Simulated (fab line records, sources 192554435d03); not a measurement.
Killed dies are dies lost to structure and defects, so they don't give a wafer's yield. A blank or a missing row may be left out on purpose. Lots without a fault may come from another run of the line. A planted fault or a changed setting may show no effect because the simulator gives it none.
fab line records | flow n5_finfet
record lots=9 wafers=27 last_day=17
route steps=1938 shown BEOL_M3@972 BEOL_M4@1111 PASSIVATION@1936
lots that met no fault: from a run of the same line without faults
start_h: hours from the record's first day to the start of the lot's first wafer shown | wait_h: hours since the lot's step before | " the same as in the row above | L1.1+2: a row that stands for several wafers | - no value, or no start given | * or withheld: withheld | < > ~ a bound
route shown NAME@n: a module of which the file shows steps, and the number in the route of the first | usual: mean/standard deviation of fault-free wafers | same: alike in all rows | chamber/n: place in a boat | sites: the reading at each site | _std_site: their standard deviation | _edge_site: outer sites' mean less inner sites' | radius_mm: how far each site lies from the wafer's centre | mask NAME#n: copy n | behind: the tool/chamber that last shaped the wafer | hold: why the lot was held/for how many hours/how that ended | device: the transistor (n, p or np) that didn't switch | end of line: the same wafers' tests at the end of the route | a step without rows: its recipe alone | killed: dies lost to structure and defects at the first sort, not the wafer's yield | map: a wafer's dies, x killed, . not, _ none there
set.NAME: the setting as run; set.NAME@STEP: as run at that earlier step | model.NAME: the simulator's own value behind a step, which no gauge read
steps of the route over a sample of lots; a table a step, a row a wafer
services: from which hour (start_h, from the record's first day; less than 0 if before it) a tool's chamber was out of use, for how many hours, and why
## steps
# step N5_BEOL_M3_ALD_98
# recipe material=SiO2 target_thk_a=25 temp_c=100 ald_precursor_family=BDEAS ald_co_reactant=O2-plasma pulse_time_s=1 co_reactant_pulse_time_s=1 purge_time_s=2 co_reactant_purge_time_s=2 ald_cycles=17 pressure_torr=2
# usual heater_power_w=78/4.9 precursor_pulse_height_rel=0.998/0.019 susceptor_temp_C=100.01/0.14
# columns lot.wafer tool chamber start_h wait_h heater_power_w precursor_pulse_height_rel susceptor_temp_C
L598.1 ald_sin-04 3 149.30 1.3 77 1.028 99.89
L598.2 " 1 " " 80 1.012 99.96
L598.3 " 2 " " 92 0.994 100.05
L599.2 ald_sin-02 1 154.20 0.1 80 1.010 100.05
L599.5 " 3 " " 79 0.989 99.96
L599.6 " 2 " " 80 0.998 100.08
L601.3 ald_sin-01 1 160.91 0.1 69 0.987 100.12
L601.5 " 0 " " 74 0.968 100.17
L601.6 " 3 " " 87 0.996 100.06
L606.1 ald_sin-02 0 195.66 0.1 76 1.003 99.83
L606.4 " 3 " " 77 1.004 99.96
L606.5 " 3 " " 80 0.995 100.02
L607.1 ald_sin-01 3 204.16 0.2 85 0.996 99.93
L607.4 " 3 " " 87 1.017 99.94
L607.6 " 0 " " 75 0.971 100.03
L616.2 ald_sin-04 2 255.97 0.1 90 1.002 99.94
L616.3 " 0 " " 77 1.019 99.91
L616.4 " 3 " " 76 1.005 99.90
L619.3 ald_sin-04 1 277.75 0.1 76 1.055 99.94
L619.4 " 3 " " 78 0.983 100.09
L619.5 " 1 " " 76 1.013 100.05
L620.3 ald_sin-02 0 285.67 0.1 79 0.981 100.14
L620.5 " 0 " " 79 0.962 100.14
L620.6 " 1 " " 79 1.010 100.17
L621.1 ald_sin-01 0 293.77 0.4 74 0.995 99.96
L621.3 " 2 " " 78 1.037 100.25
L621.5 " 2 " " 78 1.000 100.22
# step N5_BEOL_M3_STRIP_36
# recipe chemistry=N2/H2 power_w=450 temp_c=40 pressure_mtorr=20 rf_frequency_hz=6e+07 overash_fraction=0.3 bias_power_w=7 h2_frac=0.5 n2_flow_sccm=200 h2_flow_sccm=200
# usual bias_power_w=7.000/0.021 chamber_pressure_mTorr=19.999/0.029 drypump_motor_current_A=5.9/0.38 oes_product_au=0.73/0.066 rf_vpp_V=59.1/1.6 showerhead_plenum_p_Torr=2.50/0.094 throttle_valve_pct=23.7/0.37
# columns lot.wafer tool chamber start_h wait_h bias_power_w chamber_pressure_mTorr drypump_motor_current_A oes_product_au rf_hours_counter_h rf_vpp_V showerhead_plenum_p_Torr throttle_valve_pct
L599.2 rie_diel-05 2 159.01 0.0 7.013 20.017 6.2 0.70 221 58.6 2.39 22.9
L599.5 " 0 " " 7.012 20.043 6.5 0.69 - 60.3 2.41 24.3
L599.6 " 3 " " 6.964 19.991 6.1 0.70 - 60.0 2.64 23.8
L598.1 rie_diel-05 2 165.15 0.0 7.014 19.949 6.2 0.70 223 58.3 2.39 22.9
L598.2 " 0 " " 6.978 19.928 6.4 0.69 241 56.8 2.41 24.3
L598.3 " 1 " " 7.009 19.997 6.0 0.74 170 56.0 2.52 23.3
L601.3 rie_diel-05 2 165.58 0.0 7.027 20.021 6.2 0.70 223 58.3 2.39 22.9
L601.5 " 0 " " 6.985 20.015 6.4 0.70 - 58.9 2.41 24.3
L601.6 " 3 " " 7.031 20.006 6.1 0.69 - 59.7 2.64 23.7
L606.1 rie_diel-05 2 196.54 0.0 - - - - - - - -
L606.4 " 1 " " - - - - - - - -
L606.5 " 3 " " - - - - - - - -
L607.1 rie_diel-01 2 212.03 0.0 - - - - - - - -
L607.4 " 3 " " - - - - - - - -
L607.6 " 0 " " - - - - - - - -
L616.2 rie_diel-01 1 257.58 0.0 7.000 19.986 6.1 0.70 235 58.1 2.49 23.9
L616.3 " 0 " " 6.978 20.034 6.2 0.69 231 54.8 2.40 24.1
L616.4 " 3 " " 6.999 20.018 5.6 0.70 213 58.7 2.61 23.8
L619.3 rie_diel-01 0 282.42 0.0 6.991 19.961 6.2 0.71 240 61.7 2.39 24.1
L619.4 " 0 " " 6.975 20.005 6.2 0.70 - 56.0 2.39 24.1
L619.5 " 3 " " 6.988 20.028 5.7 0.68 - 58.2 2.61 23.9
L620.3 rie_diel-05 3 286.06 0.0 6.986 19.956 6.1 0.67 246 59.6 2.62 23.8
L620.5 " 2 " " 7.033 20.003 6.2 0.97 - 59.7 2.70 22.8
L620.6 " 1 " " 7.011 19.963 6.0 0.73 - 57.8 2.51 23.3
L621.1 rie_diel-01 0 294.20 0.0 7.042 20.004 6.2 0.69 244 60.3 2.39 24.1
L621.3 " 3 " " 7.012 19.995 5.6 0.69 226 60.5 2.60 23.8
L621.5 " 2 " " 6.962 20.012 5.2 0.84 - 58.5 2.47 23.7
# step N5_BEOL_M3_ETCH_41
# recipe chemistry=CH3F/O2 target=SiCN target_depth_a=299 taper_deg=2 time_s=52.5 ion_energy_ev=120 mask_material=TiN pressure_mtorr=30 source_w=395 bias_w=75 Ar_flow_sccm=150 CH3F_flow_sccm=30 O2_flow_sccm=20
# usual drypump_motor_current_A=5.9/0.38 oes_product_au=0.73/0.07 rf_vpp_V=296.9/1.7 showerhead_plenum_p_Torr=1.97/0.076 throttle_valve_pct=16.46/0.23
# columns lot.wafer tool chamber start_h wait_h drypump_motor_current_A oes_product_au rf_hours_counter_h rf_vpp_V showerhead_plenum_p_Torr throttle_valve_pct
L599.2 rie_diel-05 2 - - 6.2 0.71 221 294.5 1.90 16.16
L599.5 " 0 " " 6.4 0.70 - 296.2 1.88 16.85
L599.6 " 3 " " 6.1 0.70 - 298.2 2.07 16.55
L598.1 rie_diel-05 2 - - 6.2 0.69 223 294.9 1.90 16.17
L598.2 " 0 " " 6.4 0.69 241 295.6 1.88 16.86
L598.3 " 1 " " 6.0 0.74 170 298.5 1.99 16.19
L601.3 rie_diel-05 2 - - 6.2 0.70 223 293.5 1.90 16.16
L601.5 " 0 " " 6.4 0.70 - 294.3 1.88 16.85
L601.6 " 3 " " 6.2 0.69 - 299.1 2.07 16.58
L606.1 rie_diel-05 2 196.61 0.0 6.2 0.70 232 294.3 1.90 16.16
L606.4 " 1 " " 6.0 0.74 - 295.8 1.99 16.21
L606.5 " 3 " " 6.1 0.69 - 299.0 2.07 16.58
L607.1 rie_diel-01 2 212.10 0.0 5.2 0.90 23 297.0 1.96 16.15
L607.4 " 3 " " 5.6 0.71 201 299.6 2.08 16.63
L607.6 " 0 " " 6.2 0.71 - 296.3 1.90 16.47
L616.2 rie_diel-01 1 - - 6.1 0.68 235 296.8 1.97 16.61
L616.3 " 0 " " 6.2 0.70 231 295.2 1.89 16.51
L616.4 " 3 " " 5.6 0.69 213 299.2 2.08 16.66
L619.3 rie_diel-01 0 - - 6.2 0.70 240 294.5 1.89 16.51
L619.4 " 0 " " 6.2 0.69 - 296.6 1.89 16.52
L619.5 " 3 " " 5.6 0.68 - 298.6 2.08 16.68
L620.3 rie_diel-05 3 - - 6.2 0.67 246 298.3 2.06 16.65
L620.5 " 2 " " 6.2 0.97 - 300.7 2.14 15.78
L620.6 " 1 " " 6.0 0.72 - 297.3 1.99 16.25
L621.1 rie_diel-01 0 - - 6.2 0.69 244 294.7 1.89 16.52
L621.3 " 3 " " 5.6 0.69 226 297.9 2.07 16.67
L621.5 " 2 " " 5.2 0.87 - 295.6 1.95 16.18
# step N5_BEOL_M3_CD_MEAS_35
# recipe target_cd_nm=18 target_cd_y_nm=21 polarity=opening
# usual cd_nm=18.1/0.36
# columns lot.wafer tool chamber start_h wait_h cd_nm
L599.2 cd_sem-02 - 159.36 0.0 18.3
L599.5 " - " " 18.2
L599.6 " - " " 18.8
L598.1 cd_sem-03 - 165.50 0.0 17.8
L598.2 " - " " 17.9
L598.3 " - " " 18.0
L601.3 cd_sem-02 - 165.93 0.0 17.3
L601.5 " - " " 17.8
L601.6 " - " " 18.1
L606.1 cd_sem-01 - 196.90 0.0 17.8
L606.4 " - " " 17.3
L606.5 " - " " 17.9
L607.1 cd_sem-01 - 212.38 0.0 18.6
L607.4 " - " " 18.1
L607.6 " - " " 18.1
L616.2 cd_sem-02 - 257.93 0.0 18.4
L616.3 " - " " 17.8
L616.4 " - " " 17.7
L619.3 cd_sem-01 - 282.77 0.0 17.7
L619.4 " - " " 17.7
L619.5 " - " " 17.9
L620.3 cd_sem-03 - 286.41 0.0 17.4
L620.5 " - " " 17.8
L620.6 " - " " 18.4
L621.1 cd_sem-02 - 294.54 0.0 18.2
L621.3 " - " " 18.4
L621.5 " - " " 18.0
# step N5_BEOL_M4_RC_MEAS_101
# usual DIBL_N=36.0/1.7 DIBL_P=35.8/2 IOFF_N=0.15/0.03 IOFF_P=0.20/0.037 ION_N=670/12 ION_P=460/7.2 SS_N=71.5/0.68 SS_P=73.2/0.65 VT_N=250/3.1 VT_P=-251/3.4
# columns lot.wafer tool chamber start_h wait_h DIBL_N[mV/V] DIBL_P[mV/V] IOFF_N[nA/um] IOFF_P[nA/um] ION_N[uA/um] ION_P[uA/um] SS_N[mV/dec] SS_P[mV/dec] VT_N[mV] VT_P[mV]
L599.2 prober-01 0 175.62 0.2 36.4 35.4 0.16 0.20 664 456 71.6 73.0 250 -251
L599.5 " 0 " " 34.2 31.6 0.11 0.16 655 455 70.5 72.0 256 -256
L599.6 " 0 " " 34.7 32.5 0.13 0.16 662 454 71.2 72.5 253 -257
L601.3 prober-02 0 177.73 0.3 38.8 39.1 0.20 0.28 671 463 72.0 74.1 246 -244
L601.5 " 0 " " 37.2 37.0 0.16 0.22 664 459 71.6 72.7 249 -247
L601.6 " 0 " " 36.9 35.8 0.14 0.21 667 460 72.1 73.2 250 -250
L598.1 prober-01 0 178.10 0.0 36.0 37.1 0.17 0.24 684 471 71.4 73.4 249 -247
L598.2 " 0 " " 37.1 37.0 0.18 0.23 682 464 71.3 73.3 248 -248
L598.3 " 0 " " 36.7 36.6 0.18 0.23 669 467 71.6 73.3 249 -247
L616.2 prober-01 0 274.55 0.2 37.5 38.7 0.19 0.21 678 456 72.3 73.8 251 -252
L616.3 " 0 " " 34.2 34.3 0.12 0.15 670 455 71.8 73.0 255 -259
L616.4 " 0 " " 33.3 33.9 0.11 0.14 655 443 71.4 72.8 255 -259
L619.3 prober-01 0 298.28 0.3 37.4 37.8 0.17 0.21 682 463 72.0 74.5 251 -251
L619.4 " 0 " " 35.4 36.2 0.14 0.18 659 457 71.1 73.8 254 -253
L619.5 " 0 " " 34.9 35.6 0.13 0.17 657 461 71.0 73.4 253 -256
L620.3 prober-02 0 305.41 0.3 34.7 33.1 0.14 0.17 671 462 71.1 72.5 248 -253
L620.5 " 0 " " 35.7 35.3 0.15 0.20 684 465 70.8 73.3 247 -252
L620.6 " 0 " " 37.3 35.7 0.17 0.21 665 457 71.3 72.6 248 -250
L621.1 prober-02 0 317.11 0.0 36.1 37.4 0.16 0.21 685 467 71.8 73.0 251 -252
L621.3 " 0 " " 32.9 33.9 0.12 0.17 672 457 70.4 72.3 252 -252
L621.5 " 0 " " 36.1 37.3 0.16 0.20 681 460 71.1 73.9 249 -253
# step N5_PASSIVATION_PROBE_49
# usual defect_limited_yield=91.4/1.5 killed_at_M0_to_M3=32/9.8 killed_at_M4_up=15/5.6 killed_at_contacts=12/5.4 killed_at_front_end=40/13 killed_at_other=3.0/2.1 killed_dies=102/17 killed_on_rim=14/4.4 killed_open=67/13 killed_short=32/7.1 sort_bin_5_function=5.1/0.96 sort_bin_6_memory=3.2/0.7 sort_n_pass=1078/18 sort_yield_pct=91.3/1.5
# same gross_dies=1180 killed_at_back_side=0 sort_bin_4_leakage[%]=0 sort_bin_8_speed[%]=0
# columns lot.wafer tool chamber start_h wait_h defect_limited_yield[%] killed_at_M0_to_M3 killed_at_M4_up killed_at_contacts killed_at_front_end killed_at_other killed_dies killed_on_rim killed_open killed_short sort_bin_5_function[%] sort_bin_6_memory[%] sort_n_pass sort_yield_pct[%]
L606.1 prober-02 - 322.25 0.0 0 1123 8 7 38 4 1180 152 56 23 97.4 2.4 0 0
L606.4 prober-02 - 322.40 0.2 0 1122 15 6 36 1 1180 152 52 33 96.9 3.0 0 0
L606.5 prober-02 - 322.45 0.2 0 1130 10 9 25 6 1180 152 42 32 98.2 1.4 0 0
L607.1 prober-01 - 331.80 0.0 0 1101 25 10 42 2 1180 152 74 31 95.3 4.3 0 0
L607.4 prober-01 - 331.95 0.2 0 1086 16 15 57 6 1180 152 79 36 95.7 4.0 0 0
L607.6 prober-01 - 332.05 0.3 0 1098 23 5 46 8 1180 152 75 30 96.4 3.5 0 0
# killed by level:class
L606.1 BEOL_M3:area_etch=1100 STI_FIN_REVEAL:geometric_particle:open=13 BEOL_M0_SAQP:geometric_particle:short=6 BEOL_M1:geometric_particle:open=6 MOL_CONTACT_COAG:geometric_particle:open=5 BEOL_M0_SAQP:geometric_particle:open=5 GATE_CUT:geometric_particle:short=4 FIN_SAQP:geometric_particle:open=3
L606.4 BEOL_M3:area_etch=1094 GATE_CUT:geometric_particle:short=9 GATE_CUT:geometric_particle:open=7 BEOL_M2:geometric_particle:open=7 BEOL_M0_SAQP:geometric_particle:open=6 BEOL_M0_SAQP:geometric_particle:short=5 BEOL_M4:geometric_particle:open=5 FIN_SAQP:geometric_particle:short=4
L606.5 BEOL_M3:area_etch=1104 MOL_CONTACT_COAG:geometric_particle:open=6 BEOL_M0_SAQP:geometric_particle:open=5 STARTING-WAFER:geometric_particle:short=5 FIN_SAQP:geometric_particle:short=4 BEOL_M0_SAQP:geometric_particle:short=4 BEOL_M1:geometric_particle:open=4 BEOL_M1:geometric_particle:short=4
L607.1 BEOL_M3:area_etch=1075 BEOL_M4:geometric_particle:open=12 FIN_SAQP:geometric_particle:open=9 STI_FIN_REVEAL:geometric_particle:open=9 FIN_SAQP:geometric_particle:short=6 MOL_CONTACT_COAG:geometric_particle:open=6 BEOL_M2:geometric_particle:open=5 MOL_CONTACT_COAG:geometric_particle:short=4
L607.4 BEOL_M3:area_etch=1065 STI_FIN_REVEAL:geometric_particle:open=20 MOL_CONTACT_COAG:geometric_particle:open=13 BEOL_M0_SAQP:geometric_particle:open=8 FIN_SAQP:geometric_particle:open=7 FIN_SAQP:geometric_particle:short=6 GATE_CUT:geometric_particle:short=6 GATE_CUT:geometric_particle:open=5
L607.6 BEOL_M3:area_etch=1075 STI_FIN_REVEAL:geometric_particle:open=10 BEOL_M4:geometric_particle:open=9 FIN_SAQP:geometric_particle:open=8 FIN_SAQP:geometric_particle:short=7 BEOL_M0_SAQP:geometric_particle:open=7 GATE_CUT:geometric_particle:open=6 MOL_CONTACT_COAG:geometric_particle:open=5
## services
# columns tool chamber start_h hours kind
ald_sin-04 - 176.97 14.0 pm
ald_sin-04 0 176.97 14.0 vent_cycle
ald_sin-04 1 176.97 14.0 vent_cycle
ald_sin-04 2 176.97 14.0 vent_cycle
ald_sin-04 3 176.97 14.0 vent_cycle
ald_sin-01 2 178.59 52.7 repair
ald_sin-04 0 190.97 - clean
rie_diel-05 0 192.88 - clean
rie_diel-05 0 192.88 - consumable_replace:focus_ring
rie_diel-05 0 192.88 - consumable_replace:showerhead
rie_diel-05 0 192.88 15.2 scheduled_down
rie_diel-05 0 192.88 15.2 vent_cycle
rie_diel-05 1 197.55 24.1 repair
ald_sin-04 3 218.88 6.2 repair
rie_diel-05 1 244.64 5.5 repair
rie_diel-01 0 249.43 3.8 repair
rie_diel-05 2 250.16 - clean
rie_diel-05 2 250.16 - consumable_replace:focus_ring
rie_diel-05 2 250.16 - consumable_replace:showerhead
rie_diel-05 2 250.16 21.8 scheduled_down
rie_diel-05 2 250.16 21.8 vent_cycle
ald_sin-02 - 265.39 6.1 pm
rie_diel-01 2 265.90 16.8 repair
ald_sin-02 - 271.50 14.0 pm
## key
first_sign step=N5_BEOL_M3_STRIP_36 reading=tool_record direction=missing
effect step=N5_PASSIVATION_PROBE_49 reading=killed_at_M0_to_M3 direction=up sigmas=99+ usual=32 struck=1110
more_kills_born_at N5_BEOL_M3_ETCH_41@rie_diel-05=3298 N5_BEOL_M3_ETCH_41@rie_diel-01=3215
met_at N5_BEOL_M3_STRIP_36
struck_lots L606,L607
later_rows_left_out L606.1,L606.4,L606.5,L607.1,L607.4,L607.6
not_acting_at N5_BEOL_M3_ALD_98,N5_BEOL_M3_ETCH_41,N5_BEOL_M3_CD_MEAS_35
onset_between 165.58 196.54
fault kind=skipped_step_whole tool=rie_diel-01,rie_diel-05 chamber=- onset_h=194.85 steps=N5_BEOL_M3_STRIP_36 scope=struck_lots_only
# later_rows_left_out: the simulator's readings of these wafers behind a module that went badly wrong aren't trusted and aren't shown, but for the sort
